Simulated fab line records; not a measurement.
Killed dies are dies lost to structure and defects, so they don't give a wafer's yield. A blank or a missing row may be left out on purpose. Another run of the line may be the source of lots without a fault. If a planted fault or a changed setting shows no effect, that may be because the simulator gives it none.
Which tool was responsible? :: flow n5 finfet :: 8 lots, 24 wafers sampled, at 9 steps of a route of 1938

## WHAT THE GAUGES READ, wafer by wafer
N5_DUMMY_GATE_CD_MEAS_24 targets a cd of 15 nm.
lot: L273
measured: day 2 23:37
on: cd sem-02
cd nm (nm): 15.0 15.3 15.1

lot: L279
measured: day 4 14:44
on: cd sem-02
cd nm (nm): 14.9 14.4 15.1

lot: L281
measured: day 4 23:50
on: cd sem-03
cd nm (nm): 14.7 14.9 15.1

lot: L282
measured: day 5 05:51
on: cd sem-02
cd nm (nm): 15.6 15.6 15.5

lot: L283
measured: day 5 11:22
on: cd sem-03
cd nm (nm): 15.6 15.8 15.9

lot: L294
measured: day 8 06:00
on: cd sem-03
cd nm (nm): 15.3 15.3 15.1

lot: L295
measured: day 8 14:05
on: cd sem-01
cd nm (nm): 15.7 15.2 15.3

lot: L296
measured: day 8 18:17
on: cd sem-02
cd nm (nm): 15.2 15.3 14.4

N5_SD_EPI_N_INSPECT_26: inspects for defects (darkfield).
lot: L273
measured: day 3 09:35
on: defect inspect-02
raw defect count: 226 187 300

lot: L279
measured: day 4 20:57
on: defect inspect-01
raw defect count: 161 175 142

lot: L281
measured: day 5 08:31
on: defect inspect-02
raw defect count: 163 198 205

lot: L282
measured: day 5 11:33
on: defect inspect-01
raw defect count: 128 651 177

lot: L283
measured: day 5 16:35
on: defect inspect-02
raw defect count: 253 814 206

lot: L294
measured: day 8 12:01
on: defect inspect-02
raw defect count: 211 221 249

lot: L295
measured: day 8 20:03
on: defect inspect-02
raw defect count: 201 227 224

lot: L296
measured: day 9 00:43
on: defect inspect-02
raw defect count: 254 228 300

N5_SD_EPI_P_INSPECT_11: inspects for defects (macro).
lot: L273
measured: day 3 09:55
on: defect inspect-01
raw defect count: 1 3 3

lot: L279
measured: day 4 21:24
on: defect inspect-02
raw defect count: 0 2 2

lot: L281
measured: day 5 08:51
on: defect inspect-01
raw defect count: 0 1 1

lot: L282
measured: day 5 11:52
on: defect inspect-02
raw defect count: 1 >300 2

lot: L283
measured: day 5 17:04
on: defect inspect-01
raw defect count: 1 >300 0

lot: L294
measured: day 8 12:29
on: defect inspect-02
raw defect count: 3 0 0

lot: L295
measured: day 8 20:31
on: defect inspect-02
raw defect count: 2 1 2

lot: L296
measured: day 9 01:10
on: defect inspect-02
raw defect count: 0 2 3

N5_SD_EPI_P_INSPECT_26: inspects for defects (darkfield).
lot: L273
measured: day 3 14:31
on: defect inspect-02
raw defect count: 209 185 292

lot: L279
measured: day 5 02:01
on: defect inspect-01
raw defect count: 149 143 148

lot: L281
measured: day 5 13:29
on: defect inspect-01
raw defect count: 119 194 141

lot: L282
measured: day 5 16:36
on: defect inspect-02
raw defect count: 170 639 253

lot: L283
measured: day 5 22:03
on: defect inspect-01
raw defect count: 166 695 181

lot: L294
measured: day 8 16:14
on: defect inspect-02
raw defect count: 173 164 180

lot: L295
measured: day 9 00:17
on: defect inspect-02
raw defect count: 209 250 220

lot: L296
measured: day 9 04:58
on: defect inspect-02
raw defect count: 249 220 239

N5_SD_ACTIVATION_INSPECT_02: inspects for defects (darkfield).
lot: L273
measured: day 3 15:30
on: defect inspect-01
raw defect count: 171 141 233

lot: L279
measured: day 5 02:53
on: defect inspect-01
raw defect count: 148 143 150

lot: L281
measured: day 5 14:14
on: defect inspect-02
raw defect count: 164 223 162

lot: L282
measured: day 5 17:33
on: defect inspect-02
raw defect count: 166 641 263

lot: L283
measured: day 5 23:02
on: defect inspect-02
raw defect count: 193 726 215

lot: L294
measured: day 8 17:02
on: defect inspect-02
raw defect count: 164 178 165

lot: L295
measured: day 9 01:02
on: defect inspect-02
raw defect count: 187 241 220

lot: L296
measured: day 9 05:43
on: defect inspect-02
raw defect count: 258 211 218

N5_BEOL_M4_RC_MEAS_101.
lot: L273
measured: day 7 17:38
on: prober-01
DIBL_N (mV/V): 35.5 34.1 34.8
DIBL_P (mV/V): 35.6 33.7 34.4
IOFF_N (nA/um): 0.172 0.148 0.159
IOFF_P (nA/um): 0.26 0.23 0.24
ION_N (uA/um): 685 678 681
ION_P (uA/um): 473 478 474
SS_N (mV/dec): 71.3 71.3 71.0
SS_P (mV/dec): 73.5 73.0 72.9
VT_N (mV): 250.0 248.9 248.9
VT_P (mV): -243 -246 -244

lot: L279
measured: day 9 05:35
on: prober-01
DIBL_N (mV/V): 35.8 37.2 35.4
DIBL_P (mV/V): 37.4 38.3 36.6
IOFF_N (nA/um): 0.168 0.183 0.158
IOFF_P (nA/um): 0.24 0.24 0.21
ION_N (uA/um): 689 681 666
ION_P (uA/um): 473 463 459
SS_N (mV/dec): 71.4 71.7 70.7
SS_P (mV/dec): 73.3 73.6 73.8
VT_N (mV): 248.0 246.9 249.3
VT_P (mV): -249 -247 -252

lot: L281
measured: day 10 06:41
on: prober-02
DIBL_N (mV/V): 36.4 34.8 36.5
DIBL_P (mV/V): 37.4 35.2 36.9
IOFF_N (nA/um): 0.167 0.132 0.172
IOFF_P (nA/um): 0.19 0.16 0.20
ION_N (uA/um): 688 673 679
ION_P (uA/um): 457 456 463
SS_N (mV/dec): 70.5 71.3 70.6
SS_P (mV/dec): 74.0 73.0 73.3
VT_N (mV): 249.1 249.8 248.2
VT_P (mV): -254 -256 -251

lot: L282
measured: day 10 05:20
on: prober-02
DIBL_N (mV/V): 35.6 35.7 36.2
DIBL_P (mV/V): 34.3 35.1 34.6
IOFF_N (nA/um): 0.140 0.142 0.146
IOFF_P (nA/um): 0.19 0.19 0.19
ION_N (uA/um): 666 663 670
ION_P (uA/um): 456 457 462
SS_N (mV/dec): 71.3 70.9 71.1
SS_P (mV/dec): 72.4 72.9 72.4
VT_N (mV): 253.3 251.2 250.4
VT_P (mV): -252 -250 -250

lot: L283
measured: day 10 14:10
on: prober-02
DIBL_N (mV/V): 35.7 34.4 33.6
DIBL_P (mV/V): 35.9 34.8 33.0
IOFF_N (nA/um): 0.157 0.137 0.122
IOFF_P (nA/um): 0.21 0.20 0.17
ION_N (uA/um): 667 666 648
ION_P (uA/um): 456 463 452
SS_N (mV/dec): 71.3 70.3 71.2
SS_P (mV/dec): 73.0 73.0 71.8
VT_N (mV): 250.1 248.8 253.3
VT_P (mV): -247 -248 -251

lot: L294
measured: day 13 03:45
on: prober-02
DIBL_N (mV/V): 40.2 35.4 37.4
DIBL_P (mV/V): 39.1 34.9 37.0
IOFF_N (nA/um): 0.228 0.132 0.165
IOFF_P (nA/um): 0.27 0.19 0.22
ION_N (uA/um): 677 672 682
ION_P (uA/um): 468 462 465
SS_N (mV/dec): 72.5 70.7 71.2
SS_P (mV/dec): 74.4 72.5 73.3
VT_N (mV): 246.0 252.0 247.7
VT_P (mV): -248 -254 -249

lot: L295
measured: day 13 21:41
on: prober-01
DIBL_N (mV/V): 36.2 35.4 34.2
DIBL_P (mV/V): 37.0 37.1 34.5
IOFF_N (nA/um): 0.186 0.171 0.136
IOFF_P (nA/um): 0.23 0.22 0.18
ION_N (uA/um): 670 690 660
ION_P (uA/um): 458 465 451
SS_N (mV/dec): 72.1 71.6 71.1
SS_P (mV/dec): 73.9 74.4 72.8
VT_N (mV): 245.1 248.0 251.7
VT_P (mV): -248 -250 -253

lot: L296
measured: day 14 04:16
on: prober-02
DIBL_N (mV/V): 36.1 35.0 38.2
DIBL_P (mV/V): 36.2 35.4 39.4
IOFF_N (nA/um): 0.149 0.136 0.190
IOFF_P (nA/um): 0.18 0.17 0.24
ION_N (uA/um): 665 678 675
ION_P (uA/um): 456 459 462
SS_N (mV/dec): 71.0 70.9 71.5
SS_P (mV/dec): 72.9 73.7 74.2
VT_N (mV): 252.6 253.1 249.5
VT_P (mV): -253 -255 -248

## TOOL THAT RAN EACH LOT (tool first, then ch and the chambers of the sampled wafers, then the start)
lot: L273
N5_SPACER0_ALD_07: ald sin-01 ch 0,3, day 3 02:50
N5_SD_EPI_N_ETCH_35: rie diel-05 ch 0,1,3, day 3 03:59
N5_SD_EPI_N_SD_RECESS_17: rie si-06 ch 2,3, day 3 04:35

lot: L279
N5_SPACER0_ALD_07: ald sin-01 ch 0,1,3, day 4 15:12
N5_SD_EPI_N_ETCH_35: rie diel-01 ch 0,1,3, day 4 16:20
N5_SD_EPI_N_SD_RECESS_17: rie si-04 ch 1,2,3, day 4 16:56

lot: L281
N5_SPACER0_ALD_07: ald sin-04 ch 1,2, day 5 01:47
N5_SD_EPI_N_ETCH_35: rie diel-01 ch 0,1,2, day 5 02:56
N5_SD_EPI_N_SD_RECESS_17: rie si-01 ch 0,1,3, day 5 03:32

lot: L282
N5_SPACER0_ALD_07: ald sin-04 ch 1,3, day 5 06:15
N5_SD_EPI_N_ETCH_35: rie diel-05 ch 0,1, day 5 07:28
N5_SD_EPI_N_SD_RECESS_17: rie si-04 ch 0,1, day 5 08:04

lot: L283
N5_SPACER0_ALD_07: ald sin-04 ch 0,2,3, day 5 11:41
N5_SD_EPI_N_ETCH_35: rie diel-06 ch 0,1, day 5 12:43
N5_SD_EPI_N_SD_RECESS_17: rie si-04 ch 0,1,2, day 5 13:18

lot: L294
N5_SPACER0_ALD_07: ald sin-04 ch 0,1,2, day 8 07:01
N5_SD_EPI_N_ETCH_35: rie diel-01 ch 1,2,3, day 8 08:10
N5_SD_EPI_N_SD_RECESS_17: rie si-04 ch 0,2,3, day 8 08:46

lot: L295
N5_SPACER0_ALD_07: ald sin-01 ch 0,2,3, day 8 14:37
N5_SD_EPI_N_ETCH_35: rie diel-01 ch 1,2,3, day 8 15:52
N5_SD_EPI_N_SD_RECESS_17: rie si-06 ch 0,1,2, day 8 16:28

lot: L296
N5_SPACER0_ALD_07: ald sin-03 ch 2,3, day 8 19:08
N5_SD_EPI_N_ETCH_35: rie diel-06 ch 0,1, day 8 20:19
N5_SD_EPI_N_SD_RECESS_17: rie si-06 ch 0,1,2, day 8 20:54
- N5_SPACER0_ALD_07: deposits SiNx, target thk 2 nm.
- N5_SD_EPI_N_ETCH_35: etches SOC in N2/H2, overetch 108 nm, time 486 s.
- N5_SD_EPI_N_SD_RECESS_17: chemistry HBr/Cl2/O2, target depth 41 nm, time 23.7 s, bt time 3 s.

## WHAT THE TOOLS THEMSELVES READ (means of the sampled wafers that have a number; where no wafer has one, the mark that the record gives instead)
N5_SPACER0_ALD_07.
lot: L273
tool: ald sin-01
heater power w (W): 819

lot: L279
tool: ald sin-01
heater power w (W): 779

lot: L281
tool: ald sin-04
heater power w (W): 935

lot: L282
tool: ald sin-04
heater power w (W): 921

lot: L283
tool: ald sin-04
heater power w (W): 986

lot: L294
tool: ald sin-04
heater power w (W): 928

lot: L295
tool: ald sin-01
heater power w (W): 860

lot: L296
tool: ald sin-03
heater power w (W): 810

N5_SD_EPI_N_ETCH_35.
lot: L273
tool: rie diel-05
drypump motor current A (A): 5.7
oes product au (a.u.): 0.67
rf vpp V (V): 238.8
showerhead plenum p Torr (Torr): 2.44
throttle valve pct (%): 24.0

lot: L279
tool: rie diel-01
drypump motor current A (A): 5.6
oes product au (a.u.): 0.69
rf vpp V (V): 240.8
showerhead plenum p Torr (Torr): 2.56
throttle valve pct (%): 23.8

lot: L281
tool: rie diel-01
drypump motor current A (A): 6.0
oes product au (a.u.): 0.68
rf vpp V (V): 241.1
showerhead plenum p Torr (Torr): 2.58
throttle valve pct (%): 23.7

lot: L282
tool: rie diel-05
drypump motor current A (A): 6.2
oes product au (a.u.): 0.64
rf vpp V (V): 237.9
showerhead plenum p Torr (Torr): 2.40
throttle valve pct (%): 24.3

lot: L283
tool: rie diel-06
drypump motor current A (A): 5.8
oes product au (a.u.): 0.68
rf vpp V (V): 241.3
showerhead plenum p Torr (Torr): 2.57
throttle valve pct (%): 24.3

lot: L294
tool: rie diel-01
drypump motor current A (A): 5.9
oes product au (a.u.): 0.63
rf vpp V (V): 241.0
showerhead plenum p Torr (Torr): 2.56
throttle valve pct (%): 23.8

lot: L295
tool: rie diel-01
drypump motor current A (A): 5.9
oes product au (a.u.): 0.63
rf vpp V (V): 240.8
showerhead plenum p Torr (Torr): 2.56
throttle valve pct (%): 23.8

lot: L296
tool: rie diel-06
drypump motor current A (A): 5.9
oes product au (a.u.): 0.65
rf vpp V (V): 240.3
showerhead plenum p Torr (Torr): 2.55
throttle valve pct (%): 24.3

N5_SD_EPI_N_SD_RECESS_17.
lot: L273
tool: rie si-06
drypump motor current A (A): 5.7
oes product au (a.u.): 1.012
throttle valve pct (%): 37.4

lot: L279
tool: rie si-04
drypump motor current A (A): 5.5
oes product au (a.u.): 1.013
throttle valve pct (%): 37.0

lot: L281
tool: rie si-01
drypump motor current A (A): 5.6
oes product au (a.u.): 0.990
throttle valve pct (%): 37.1

lot: L282
tool: rie si-04
drypump motor current A (A): 5.7
oes product au (a.u.): 1.011
throttle valve pct (%): 37.1

lot: L283
tool: rie si-04
drypump motor current A (A): 5.4
oes product au (a.u.): 1.023
throttle valve pct (%): 37.0

lot: L294
tool: rie si-04
drypump motor current A (A): 5.8
oes product au (a.u.): 1.026
throttle valve pct (%): 37.1

lot: L295
tool: rie si-06
drypump motor current A (A): 5.7
oes product au (a.u.): 0.993
throttle valve pct (%): 37.1

lot: L296
tool: rie si-06
drypump motor current A (A): 5.7
oes product au (a.u.): 0.997
throttle valve pct (%): 37.1

## THE ANSWER, worked out from the rows above alone
Rule: what is usual is taken from the lots themselves. The widest of any qualifying gaps counts: lots, ordered by their means at a reading, are off when they make up no more than a third of the lots, leave a main group of 4 or more, and stand apart from it by 3 or more times the standard deviation of that group's means. A main group is skipped when, at the precision printed for the reading in the tables above, its means are all equal. Also off: a lot with no number at a reading for which 4 or more lots have one. The other lots that the step has rows for count as sound. First the gauges in route order, then the tools' own readings, where a lot's mean is used as printed above. The first step at which some lot is off is used, and at that step the reading that is off furthest; a lot without a number counts as furthest.
Off, at N5_SD_ACTIVATION_INSPECT_02 on raw defect count: L282, L283. The main group: mean 188, standard deviation 28.
If a tool, at a process step before that reading, ran all the lots that are off and no sound lot after the first of them, it fits. Gauges at N5_SD_ACTIVATION_INSPECT_02: tried the same way as those tools. Not one of the candidates tried fits.

## WHAT WAS PUT IN BY THE SIMULATOR
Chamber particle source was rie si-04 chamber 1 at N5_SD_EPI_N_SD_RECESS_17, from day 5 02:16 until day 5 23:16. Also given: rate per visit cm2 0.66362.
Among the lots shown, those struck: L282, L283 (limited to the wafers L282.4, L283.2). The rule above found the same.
